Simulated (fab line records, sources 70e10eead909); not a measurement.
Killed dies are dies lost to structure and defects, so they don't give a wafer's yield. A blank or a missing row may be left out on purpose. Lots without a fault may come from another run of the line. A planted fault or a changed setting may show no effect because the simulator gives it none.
fab line records | flow nand_harc
record lots=6 wafers=18 last_day=33
route steps=1302 shown P_GATE@215 P_CONTACT@217 END@1302
lots that met no fault: from a run of the same line without faults
start_h: hours from the record's first day to the start of the lot's first wafer shown | wait_h: hours since the lot's step before | " the same as in the row above | L1.1+2: a row that stands for several wafers | - no value, or no start given | * or withheld: withheld | < > ~ a bound
route shown NAME@n: a module of which the file shows steps, and the number in the route of the first | usual: mean/standard deviation of fault-free wafers | same: alike in all rows | chamber/n: place in a boat | sites: the reading at each site | _std_site: their standard deviation | _edge_site: outer sites' mean less inner sites' | radius_mm: how far each site lies from the wafer's centre | mask NAME#n: copy n | behind: the tool/chamber that last shaped the wafer | hold: why the lot was held/for how many hours/how that ended | device: the transistor (n, p or np) that didn't switch | end of line: the same wafers' tests at the end of the route | a step without rows: its recipe alone | killed: dies lost to structure and defects at the first sort, not the wafer's yield | map: a wafer's dies, x killed, . not, _ none there
set.NAME: the setting as run; set.NAME@STEP: as run at that earlier step | model.NAME: the simulator's own value behind a step, which no gauge read
lots at some steps of the route; a table a step, a row a wafer
services: from which hour (start_h, from the record's first day; less than 0 if before it) a tool's chamber was out of use, for how many hours, and why
## steps
# step NHARC_P_GATE_RTA_82
# recipe temp_c=450 time_s=30
# usual lamp_power_pct=4.16/0.24 lamp_zone_6_pct=4.13/0.23 wafer_temp_C_max=451.6/0.38
# columns lot.wafer tool chamber start_h wait_h lamp_power_pct lamp_zone_6_pct wafer_temp_C_max
L781.2 rtp_anneal-01 0 136.92 - 4.38 4.35 451.5
L781.3 " 0 " " 4.39 4.35 451.6
L781.4 " 0 " " 4.38 4.34 451.2
L784.2 rtp_anneal-01 0 165.53 - 4.39 4.35 451.8
L784.3 " 0 " " 4.39 4.34 451.6
L784.5 " 0 " " 4.38 4.35 451.9
L788.1 rtp_anneal-02 0 214.02 - 3.90 3.87 451.2
L788.5 " 0 " " 3.91 3.87 451.9
L788.6 " 0 " " 3.91 3.88 451.6
L795.2 rtp_anneal-01 0 283.39 - 4.38 4.35 451.8
L795.3 " 0 " " 4.38 4.34 452.1
L795.6 " 0 " " 4.39 4.35 451.7
L799.2 rtp_anneal-02 0 316.45 - 3.91 3.88 451.7
L799.3 " 0 " " 3.91 3.88 451.5
L799.5 " 0 " " 3.91 3.88 451.4
L802.4 rtp_anneal-01 0 350.13 - 4.38 4.34 452.0
L802.5 " 0 " " 4.38 4.35 451.7
L802.6 " 0 " " 4.38 4.35 452.4
# step NHARC_P_GATE_INSPECT_68
# usual raw_defect_count=207/81
# columns lot.wafer tool chamber start_h wait_h raw_defect_count
L781.2 defect_inspect-01 - 137.09 0.1 255
L781.3 " - " " 327
L781.4 " - " " 145
L784.2 defect_inspect-01 - 165.70 0.1 258
L784.3 " - " " 294
L784.5 " - " " 517
L788.1 defect_inspect-02 - 214.22 0.2 165
L788.5 " - " " 160
L788.6 " - " " 94
L795.2 defect_inspect-02 - 283.56 0.1 166
L795.3 " - " " 143
L795.6 " - " " 195
L799.2 defect_inspect-01 - 316.62 0.1 115
L799.3 " - " " 271
L799.5 " - " " 143
L802.4 defect_inspect-01 - 350.24 0.1 220
L802.5 " - " " 163
L802.6 " - " " 191
# step NHARC_P_CONTACT_DEP_30
# recipe target_thk_a=300 temp_c=400 target_thk_nm=30 flow_sccm=200 rf_w=450 material=SiNx
# usual heater_power_w=719/94
# columns lot.wafer tool chamber start_h wait_h heater_power_w
L781.3 pecvd-03 0 137.16 0.1 648
L781.2 " 1 " " 924
L781.4 " 0 " " 659
L784.3 pecvd-02 1 165.81 0.1 780
L784.2 " 2 " " 674
L784.5 " 1 " " 779
L788.1 pecvd-04 0 214.46 0.2 567
L788.5 " 0 " " 573
L788.6 " 1 " " 814
L795.3 pecvd-04 2 283.63 0.1 640
L795.2 " 0 " " 676
L795.6 " 2 " " 639
L799.2 pecvd-03 1 316.69 0.1 875
L799.3 " 0 " " 688
L799.5 " 0 " " 683
L802.5 pecvd-02 2 350.42 0.2 556
L802.6 " 0 " " 674
L802.4 " 1 " " 840
# step NHARC_P_CONTACT_DEP_00
# recipe target_thk_a=5000 temp_c=400 pressure_torr=6.5 rf_w=900 teos_flow_sccm=161.4 flow_sccm=2650 target_thk_nm=500 gas=O2 material=SiO2
# usual heater_power_w=554/97 throttle_valve_pct=15.7/0.69
# columns lot.wafer tool chamber start_h wait_h heater_power_w throttle_valve_pct
L781.3 pecvd-03 0 - - 433 14.9
L781.2 " 1 " " 657 15.4
L781.4 " 0 " " 448 14.8
L784.3 pecvd-02 1 - - 682 16.9
L784.2 " 2 " " 473 16.7
L784.5 " 1 " " 544 17.0
L788.1 pecvd-04 0 - - 429 16.1
L788.5 " 0 " " 460 16.3
L788.6 " 1 " " 575 16.2
L795.3 pecvd-04 2 - - 448 16.6
L795.2 " 0 " " 514 15.6
L795.6 " 2 " " 499 16.3
L799.2 pecvd-03 1 - - 647 15.4
L799.3 " 0 " " 527 15.0
L799.5 " 0 " " 397 14.9
L802.5 pecvd-02 2 - - 448 16.3
L802.6 " 0 " " 391 14.8
L802.4 " 1 " " 644 16.5
# step NHARC_P_CONTACT_CMP_01
# recipe target_thk_nm=200 material=SiO2
# usual edge_zone_pressure_frac=1.000/0.0051 motor_current_A=11.4/0.77
# columns lot.wafer tool chamber start_h wait_h edge_zone_pressure_frac motor_current_A
L781.4 cmp-04 1 137.87 - 1.002 12.5
L781.3 " 2 " " 1.003 11.0
L781.2 " 0 " " 1.005 11.6
L784.3 cmp-03 3 166.48 - 0.999 11.1
L784.2 " 1 " " 0.995 9.8
L784.5 " 3 " " 1.005 11.3
L788.1 cmp-03 1 215.19 - 0.997 10.3
L788.5 " 0 " " 1.010 11.5
L788.6 " 1 " " 0.999 10.7
L795.2 cmp-03 3 284.39 - 0.989 10.8
L795.3 " 0 " " 1.003 11.2
L795.6 " 1 " " 1.000 10.0
L799.2 cmp-03 0 317.39 - 1.001 11.5
L799.3 " 2 " " 0.995 11.8
L799.5 " 1 " " 1.003 11.1
L802.4 cmp-04 1 351.02 - 1.002 12.4
L802.5 " 1 " " 0.997 12.1
L802.6 " 2 " " 1.013 10.9
# step NHARC_P_CONTACT_SRD_03
# step NHARC_P_CONTACT_DEHYDRATE_04
# recipe temp_c=150 time_s=120
# step NHARC_P_CONTACT_HMDS_05
# recipe time_s=30
# step NHARC_P_CONTACT_COAT_33
# recipe temp_c=260 time_s=75
# step NHARC_P_CONTACT_COAT_34
# recipe temp_c=225 time_s=65
# step NHARC_P_CONTACT_COAT_06
# recipe spin_rpm=1500 resist_thk_nm=90
# step NHARC_P_CONTACT_SOFTBAKE_07
# recipe temp_c=105 time_s=55
# usual heater_power_total_W=188.45/0.13
# columns lot.wafer tool chamber start_h wait_h heater_power_total_W
L781.2 litho_track-01 0 138 - 188.32
L781.3 " 0 " " 188.39
L781.4 " 0 " " 188.44
L784.2 litho_track-04 0 166 - 188.40
L784.3 " 0 " " 188.51
L784.5 " 0 " " 188.34
L788.1 litho_track-01 0 215 - 188.35
L788.5 " 0 " " 188.43
L788.6 " 0 " " 188.47
L795.2 litho_track-01 0 284 - 323.08
L795.3 " 0 " " 323.42
L795.6 " 0 " " 188.47
L799.2 litho_track-01 0 317 - 323.05
L799.3 " 0 " " 323.33
L799.5 " 0 " " 188.34
L802.4 litho_track-04 0 351 - 188.40
L802.5 " 0 " " 188.49
L802.6 " 0 " " 188.62
# step NHARC_P_CONTACT_EBR_08
# step NHARC_END_SORT_01
# recipe temp_c=25
# usual killed_at_array=46/15 killed_at_other=1.0/1.3 killed_at_periphery=4/3 killed_dies=51/15 killed_open=3.2/1.8 killed_short=2.5/1.5
# same gross_dies=677
# columns lot.wafer tool chamber start_h wait_h killed_at_array killed_at_other killed_at_periphery killed_dies killed_open killed_short
L788.1 prober-01 0 654.74 2.6 58 1 7 66 6 2
L788.5 prober-01 0 657.96 3.7 50 1 7 58 1 3
L788.6 prober-01 0 658.76 4.0 62 3 4 69 1 1
# killed by level:class
L788.1 A_SLIT:chamber_film_flake=22 A_CHANNEL_HOLE_D1:chamber_film_flake=14 A_CHANNEL_HOLE_D2:chamber_film_flake=10 A_DECK1_JOINT:chamber_film_flake=3 A_CONTACT:chamber_film_flake=3 P_GATE:chamber_film_flake=2 P_M0:geometric_particle:open=1 P_M1:geometric_particle:short=1
L788.5 A_SLIT:chamber_film_flake=17 A_CHANNEL_HOLE_D1:chamber_film_flake=13 A_CHANNEL_HOLE_D2:chamber_film_flake=11 A_CONTACT:chamber_film_flake=5 P_ZERO_WELL:chamber_film_flake=3 P_CONTACT:geometric_particle:short=1 A_SOURCE_PLATE:geometric_particle:short=1 A_WL_FILL:geometric_particle:short=1
L788.6 A_CHANNEL_HOLE_D1:chamber_film_flake=27 A_SLIT:chamber_film_flake=21 A_CHANNEL_HOLE_D2:chamber_film_flake=9 A_CONTACT:chamber_film_flake=3 THIN_TSV:chamber_film_flake=3 P_GATE:chamber_film_flake=2 P_M1:geometric_particle:open=1 A_M1:geometric_particle:short=1
## services
# columns tool chamber start_h hours kind
pecvd-02 - 120.21 5.7 repair
pecvd-04 2 129.37 11.6 repair
pecvd-02 0 132.47 4.8 repair
cmp-03 - 132.49 0.6 repair
pecvd-04 1 148.42 - calibration
cmp-04 - 154.71 3.3 repair
litho_track-01 - 155.00 7.0 pm
cmp-03 - 162.05 4.0 pm
cmp-03 - 178.80 0.4 repair
pecvd-03 - 185.00 13.0 pm
litho_track-04 - 203.00 7.0 pm
cmp-03 - 203.44 0.3 repair
cmp-04 - 209.06 4.0 pm
cmp-03 - 209.53 1.2 repair
pecvd-02 - 227.80 13.0 pm
pecvd-04 1 240.33 20.2 repair
cmp-03 - 260.05 4.0 pm
cmp-03 - 265.16 0.8 repair
pecvd-04 - 269.19 13.0 pm
pecvd-02 - 274.68 0.3 repair
pecvd-04 - 288.86 1.3 repair
cmp-04 - 307.06 4.0 pm
pecvd-02 - 329.40 0.5 repair
litho_track-01 - 330.00 7.0 pm
## key
first_sign step=NHARC_P_CONTACT_SOFTBAKE_07 reading=heater_power_total_W direction=up sigmas=99+ usual=* struck=*
effect none on later readings
met_at NHARC_P_CONTACT_SOFTBAKE_07
struck_wafers L795.2,L795.3,L799.2,L799.3
tester_left_out L795,L799
onset_between 215 284
fault kind=process_parameter_drift tool=litho_track-01 chamber=- onset_h=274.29 steps=NHARC_P_CONTACT_SOFTBAKE_07 channel=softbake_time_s offset=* shape=step end_h=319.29 scope=struck_wafers_only acts_in=* stated=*
# tester_left_out: of these lots the tester's yield and bins aren't shown, on N5 and GAA mostly nor the transistor test; their killed dies are dies lost to structure and defects alone, not to doping, threshold or leakage, so they don't give the yield
